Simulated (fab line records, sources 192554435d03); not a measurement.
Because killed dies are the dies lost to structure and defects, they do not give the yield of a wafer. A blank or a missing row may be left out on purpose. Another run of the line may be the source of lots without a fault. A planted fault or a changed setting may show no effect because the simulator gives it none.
Matching of chambers / flow n5 finfet / N5_BEOL_M8_DEP_56 on pecvd-03 has 3 sister chambers
The step deposits SiCN from 3MS/NH3, target thk 10 nm, time 17.5 s. 6 wafers are shown with their chamber, then 8 later ones without.

## WAFERS, EACH WITH ITS CHAMBER
wafer=L086.1; chamber=0; showerhead plenum p Torr (Torr)=3.692; throttle valve pct (%)=9.15
wafer=L086.2; chamber=1; showerhead plenum p Torr (Torr)=3.670; throttle valve pct (%)=9.43
wafer=L090.3; chamber=0; showerhead plenum p Torr (Torr)=3.694; throttle valve pct (%)=9.30
wafer=L090.4; chamber=1; showerhead plenum p Torr (Torr)=3.677; throttle valve pct (%)=9.21
wafer=L090.6; chamber=2; showerhead plenum p Torr (Torr)=3.653; throttle valve pct (%)=8.67
wafer=L093.1; chamber=2; showerhead plenum p Torr (Torr)=3.630; throttle valve pct (%)=8.41

## WAFERS WHOSE CHAMBER IS MISSING
wafer=L093.2; showerhead plenum p Torr (Torr)=3.671; throttle valve pct (%)=9.24
wafer=L093.4; showerhead plenum p Torr (Torr)=3.674; throttle valve pct (%)=9.14
wafer=L095.2; showerhead plenum p Torr (Torr)=3.685; throttle valve pct (%)=9.34
wafer=L095.3; showerhead plenum p Torr (Torr)=3.651; throttle valve pct (%)=8.80
wafer=L095.4; showerhead plenum p Torr (Torr)=3.666; throttle valve pct (%)=9.16
wafer=L097.1; showerhead plenum p Torr (Torr)=3.646; throttle valve pct (%)=8.96
wafer=L097.4; showerhead plenum p Torr (Torr)=3.668; throttle valve pct (%)=9.35
wafer=L097.5; showerhead plenum p Torr (Torr)=3.692; throttle valve pct (%)=9.46

## CHAMBER TAKEN BY EACH
wafer=L093.2; from the rows above=can't be placed: 1 or 0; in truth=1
wafer=L093.4; from the rows above=can't be placed: 1 or 0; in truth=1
wafer=L095.2; from the rows above=can't be placed: 0 or 1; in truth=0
wafer=L095.3; from the rows above=2; in truth=2
wafer=L095.4; from the rows above=can't be placed: 1 or 0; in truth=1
wafer=L097.1; from the rows above=can't be placed: 2 or 1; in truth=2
wafer=L097.4; from the rows above=1; in truth=1
wafer=L097.5; from the rows above=can't be placed: 0 or 1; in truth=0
Correct placement for 2 of the 8. Unplaceable from these rows: 6, with the true chamber sitting among the candidates in 6. Wrongly placed: 0.
How it was worked out, from the rows above alone: a wafer's distance from a chamber is the root of the sum, over the readings, of the square of ((its reading less the chamber's mean) divided by the reading's scatter). If the next closest chamber is less than 2 further off than the closest, the wafer can't be placed; otherwise it belongs to the closest. The mean given for a chamber averages the wafers shown for that chamber. The scatter: the root of (the sum of the squares of (reading less its chamber's mean) over the shown wafers, divided by (wafers less chambers)).
